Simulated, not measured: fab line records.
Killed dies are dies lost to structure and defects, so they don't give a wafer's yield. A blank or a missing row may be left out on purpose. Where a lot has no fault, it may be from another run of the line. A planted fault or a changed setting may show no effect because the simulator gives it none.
Matching of chambers / flow n5-finfet / N5_HKMG_FIN_ETCH_35 on rie-diel-04: 4 sister chambers
The step etches SOC in N2/H2, target depth 215.8 nm, time 243.4 s. 16 wafers are shown with their chamber, then 8 later ones without.

WAFERS PAIRED WITH THEIR CHAMBERS
wafer=L076.2; chamber=0; drypump-motor-current-A (A)=5.7; showerhead-plenum-p-Torr (Torr)=2.52; oes-product-au (a.u.)=0.73
wafer=L076.3; chamber=1; drypump-motor-current-A (A)=5.4; showerhead-plenum-p-Torr (Torr)=2.50; oes-product-au (a.u.)=1.00
wafer=L076.5; chamber=2; drypump-motor-current-A (A)=5.4; showerhead-plenum-p-Torr (Torr)=2.60; oes-product-au (a.u.)=0.91
wafer=L081.3; chamber=3; drypump-motor-current-A (A)=5.6; showerhead-plenum-p-Torr (Torr)=2.59; oes-product-au (a.u.)=0.89
wafer=L081.5; chamber=2; drypump-motor-current-A (A)=5.4; showerhead-plenum-p-Torr (Torr)=2.59; oes-product-au (a.u.)=0.89
wafer=L081.6; chamber=1; drypump-motor-current-A (A)=5.4; showerhead-plenum-p-Torr (Torr)=2.50; oes-product-au (a.u.)=0.94
wafer=L085.1; chamber=0; drypump-motor-current-A (A)=5.7; showerhead-plenum-p-Torr (Torr)=2.51; oes-product-au (a.u.)=0.72
wafer=L085.2; chamber=3; drypump-motor-current-A (A)=5.6; showerhead-plenum-p-Torr (Torr)=2.58; oes-product-au (a.u.)=0.88
wafer=L085.3; chamber=1; drypump-motor-current-A (A)=5.4; showerhead-plenum-p-Torr (Torr)=2.50; oes-product-au (a.u.)=0.93
wafer=L088.2; chamber=3; drypump-motor-current-A (A)=5.6; showerhead-plenum-p-Torr (Torr)=2.58; oes-product-au (a.u.)=0.87
wafer=L088.3; chamber=2; drypump-motor-current-A (A)=5.4; showerhead-plenum-p-Torr (Torr)=2.59; oes-product-au (a.u.)=0.87
wafer=L088.5; chamber=1; drypump-motor-current-A (A)=5.4; showerhead-plenum-p-Torr (Torr)=2.49; oes-product-au (a.u.)=0.91
wafer=L090.2; chamber=3; drypump-motor-current-A (A)=5.6; showerhead-plenum-p-Torr (Torr)=2.58; oes-product-au (a.u.)=0.87
wafer=L090.3; chamber=2; drypump-motor-current-A (A)=5.4; showerhead-plenum-p-Torr (Torr)=2.58; oes-product-au (a.u.)=0.86
wafer=L090.4; chamber=1; drypump-motor-current-A (A)=5.4; showerhead-plenum-p-Torr (Torr)=2.49; oes-product-au (a.u.)=0.90
wafer=L092.2; chamber=2; drypump-motor-current-A (A)=5.5; showerhead-plenum-p-Torr (Torr)=2.58; oes-product-au (a.u.)=0.84

SIGNATURES (averages over the wafers above)
reading=drypump-motor-current-A; chamber 0=5.700; chamber 1=5.400; chamber 2=5.420; chamber 3=5.600; scatter within a chamber=0.0258
reading=showerhead-plenum-p-Torr; chamber 0=2.5150; chamber 1=2.4960; chamber 2=2.5880; chamber 3=2.5825; scatter within a chamber=0.00661
reading=oes-product-au; chamber 0=0.7250; chamber 1=0.9360; chamber 2=0.8740; chamber 3=0.8775; scatter within a chamber=0.0279
Rule: for each reading, subtract the chamber's mean from the wafer's reading, divide by that reading's scatter and square the result; add these up over the readings and take the root, which gives the wafer's distance from the chamber. The wafer belongs to the nearest chamber; if the next one is less than 2 further off, it can't be placed. How the scatter is found: for the shown wafers, subtract from each reading the mean of its chamber, square and add these, divide the total by (wafers less chambers), then take the root.

WAFERS WITHOUT THEIR CHAMBER
wafer=L092.5; drypump-motor-current-A (A)=5.8; showerhead-plenum-p-Torr (Torr)=2.51; oes-product-au (a.u.)=0.70
wafer=L092.6; drypump-motor-current-A (A)=5.6; showerhead-plenum-p-Torr (Torr)=2.58; oes-product-au (a.u.)=0.86
wafer=L096.4; drypump-motor-current-A (A)=5.7; showerhead-plenum-p-Torr (Torr)=2.50; oes-product-au (a.u.)=0.70
wafer=L096.5; drypump-motor-current-A (A)=5.4; showerhead-plenum-p-Torr (Torr)=2.58; oes-product-au (a.u.)=0.84
wafer=L096.6; drypump-motor-current-A (A)=5.6; showerhead-plenum-p-Torr (Torr)=2.57; oes-product-au (a.u.)=0.84
wafer=L097.1; drypump-motor-current-A (A)=5.4; showerhead-plenum-p-Torr (Torr)=2.58; oes-product-au (a.u.)=0.85
wafer=L097.3; drypump-motor-current-A (A)=5.8; showerhead-plenum-p-Torr (Torr)=2.50; oes-product-au (a.u.)=0.70
wafer=L097.6; drypump-motor-current-A (A)=5.8; showerhead-plenum-p-Torr (Torr)=2.50; oes-product-au (a.u.)=0.71

WHICH CHAMBER EACH ONE RAN IN
wafer=L092.5; from the rows above=0; in truth=0
wafer=L092.6; from the rows above=3; in truth=3
wafer=L096.4; from the rows above=0; in truth=0
wafer=L096.5; from the rows above=2; in truth=2
wafer=L096.6; from the rows above=3; in truth=3
wafer=L097.1; from the rows above=2; in truth=2
wafer=L097.3; from the rows above=0; in truth=0
wafer=L097.6; from the rows above=0; in truth=0
Correct placement for 8 of the 8. Not placeable from these rows: 0. Placed wrongly: 0.
